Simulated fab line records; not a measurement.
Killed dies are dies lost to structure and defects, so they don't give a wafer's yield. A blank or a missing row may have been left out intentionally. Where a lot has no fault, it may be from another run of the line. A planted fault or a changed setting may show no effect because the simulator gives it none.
Split-lot experiment | flow n5Finfet | 21 wafers read across 7 lots, on a route 1938 steps long

THE SPLIT
At N5_BEOL_M4_ILD_DEP_00 (deposits SiOC from DEMS/O2, target thk 79 nm, time 15.3 s), the setting timeS was moved away from the recipe's 15.3 s on 7 of the 21 wafers read, by -12.3% to +9.8%. This setting was run at the recipe's value on the other wafers.

There is no step in the file separating the split from the reading.

THE READING
M4_ILD_THK in nanometres, read at N5_BEOL_M4_THK_MEAS_01. On this fab line, fault-free wafers typically give 79.0 nm with a standard deviation of 1 nm.

wafer  | tool, chamber at the split | timeS as run, s | against the recipe | M4_ILD_THK, nm | against lot-mates on the recipe
L075.3 | pecvd-02, 2                | 15.3            | recipe             | 79.0           | -
L075.4 | pecvd-02, 2                | 13.42           | -12.3%             | 70.0           | -9.7
L075.5 | pecvd-02, 1                | 15.3            | recipe             | 80.4           | -
L078.1 | pecvd-04, 2                | 15.3            | recipe             | 78.0           | -
L078.2 | pecvd-04, 0                | 16.37           | +7.0%              | 82.5           | +4.5
L078.6 | pecvd-04, 2                | 16.37           | +7.0%              | 84.2           | +6.2
L079.4 | pecvd-02, 2                | 15.3            | recipe             | 79.1           | -
L079.5 | pecvd-02, 1                | 15.3            | recipe             | 80.9           | -
L079.6 | pecvd-02, 0                | 15.3            | recipe             | 80.4           | -
L090.3 | pecvd-02, 2                | 15.3            | recipe             | 78.5           | -
L090.5 | pecvd-02, 1                | 15.3            | recipe             | 79.7           | -
L090.6 | pecvd-02, 0                | 15.3            | recipe             | 80.5           | -
L092.1 | pecvd-02, 1                | 15.3            | recipe             | 79.9           | -
L092.3 | pecvd-02, 2                | 15.3            | recipe             | 77.2           | -
L092.5 | pecvd-02, 0                | 16.8            | +9.8%              | 87.1           | +8.5
L091.2 | pecvd-01, 2                | 16.6            | +8.5%              | 84.2           | no lot-mate on the recipe
L091.4 | pecvd-01, 2                | 16.6            | +8.5%              | 85.1           | no lot-mate on the recipe
L091.6 | pecvd-01, 1                | 16.6            | +8.5%              | 84.6           | no lot-mate on the recipe
L094.2 | pecvd-04, 2                | 15.3            | recipe             | 78.8           | -
L094.3 | pecvd-04, 1                | 15.3            | recipe             | 78.3           | -
L094.5 | pecvd-04, 2                | 15.3            | recipe             | 80.4           | -

FIT RESULTS
A straight line over all 21 wafers: M4_ILD_THK changes by +0.689 nm for each +1% of timeS; r = +0.96; the points scatter about the line by 1.1 nm.
The same after taking each lot's own level away (the mean of its wafers on the recipe; 18 wafers): +0.805 nm for each +1%; r = +0.97; scatter 0.9 nm.
That fit puts the effect of the largest move of timeS on the reading at 9.9 nm.
Measured against the standard deviation above, the lots' own levels, which go from 78.00 to 80.13 nm, span 2.1 times it.
Hence the slope depends on the lot-to-lot level, as the two fits are not the same.
Check: for one of the wafers moved furthest among these (-12.3%), held out of the fit, the line's prediction against its lot-mates is -10.1 nm. Against them it came out at -9.7 nm.

FURTHER SPLITS ON THESE WAFERS
Other splits were also applied to these wafers ahead of the reading. Each is held against what the fit with the lots' levels taken away leaves over:
other split on the same wafers  | wafers away from the commonest value | r with M4_ILD_THK (lot level and that fit taken away)
N5_BEOL_M0_CUTY_ETCH_63 sourceW | 8                                    | -0.06
N5_BEOL_M1_ILD_DEP_00 timeS     | 7                                    | -0.02
N5_BEOL_M1_COAT_05 spinRpm      | 4                                    | -0.06
N5_BEOL_M2_DESCUM_16 timeS      | 8                                    | -0.27
N5_BEOL_M2_COAT_67 spinRpm      | 7                                    | +0.13
N5_BEOL_M3_ETCH_64 biasW        | 9                                    | +0.15
N5_BEOL_M3_COAT_68 spinRpm      | 9                                    | +0.10

THE WHOLE CHAIN: every reading that the file lists as answering this split, in the file's order
step                   | what it does                                              | reading                                                                           | change (the file's fit)               | r (the file's)
N5_BEOL_M4_ILD_DEP_00  | deposits SiOC from DEMS/O2, target thk 79 nm, time 15.3 s | SiOC_of_BEOL_M4_ILD_DEP_00.thkNm (the simulator's own value, which no gauge read) | +0.816 nm for each +1% of the setting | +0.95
N5_BEOL_M4_THK_MEAS_01 |                                                           | M4_ILD_THK                                                                        | +0.811 for each +1% of the setting    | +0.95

FILE'S OWN FIT
M4_ILD_THK changes by +0.811 nm for each +1% of timeS, r = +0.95.
